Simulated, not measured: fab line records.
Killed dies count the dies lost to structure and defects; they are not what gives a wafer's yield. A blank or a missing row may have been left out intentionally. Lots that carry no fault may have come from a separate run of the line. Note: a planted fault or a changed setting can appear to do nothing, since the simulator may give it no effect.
Matching of chambers -- flow nand_harc -- pecvd-01 running NHARC_A_STAIRCASE_DEP_259: 3 sister chambers
The step deposits SiON, target thk 30 nm. 3 wafers are shown with their chamber, then 9 later ones without.

== EACH WAFER AND ITS CHAMBER ==
wafer,chamber,heater_power_w (W)
L081.4,0,652
L087.3,2,862
L087.6,1,764

== WAFERS WHOSE CHAMBER IS MISSING ==
wafer,heater_power_w (W)
L090.1,691
L090.4,686
L090.6,863
L097.1,716
L097.4,706
L097.6,701
L096.1,689
L096.2,742
L096.4,698

== WHICH CHAMBER EACH ONE RAN IN ==
wafer,from the rows above,in truth
L090.1,can't be placed: 0 or 1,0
L090.4,can't be placed: 0 or 1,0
L090.6,2,2
L097.1,can't be placed: 1 or 0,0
L097.4,can't be placed: 0 or 1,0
L097.6,can't be placed: 0 or 1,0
L096.1,can't be placed: 0 or 1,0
L096.2,can't be placed: 1 or 0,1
L096.4,can't be placed: 0 or 1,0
Correctly placed: 1 of 9. Cannot be placed on the basis of these rows: 8; the candidates contain the true chamber in 8. Number placed wrongly: 0.
How it was worked out, from the rows above alone: a wafer's distance from a chamber is the root of the sum, over the readings, of the square of ((its reading less the chamber's mean) divided by the reading's scatter). The wafer belongs to the nearest chamber; if the next one is less than 2 further off, it can't be placed. Each chamber's mean is taken over the wafers shown for it. The scatter: with one shown wafer a chamber, the root of the mean of the squares of how far each hidden wafer lies from its nearest shown one.
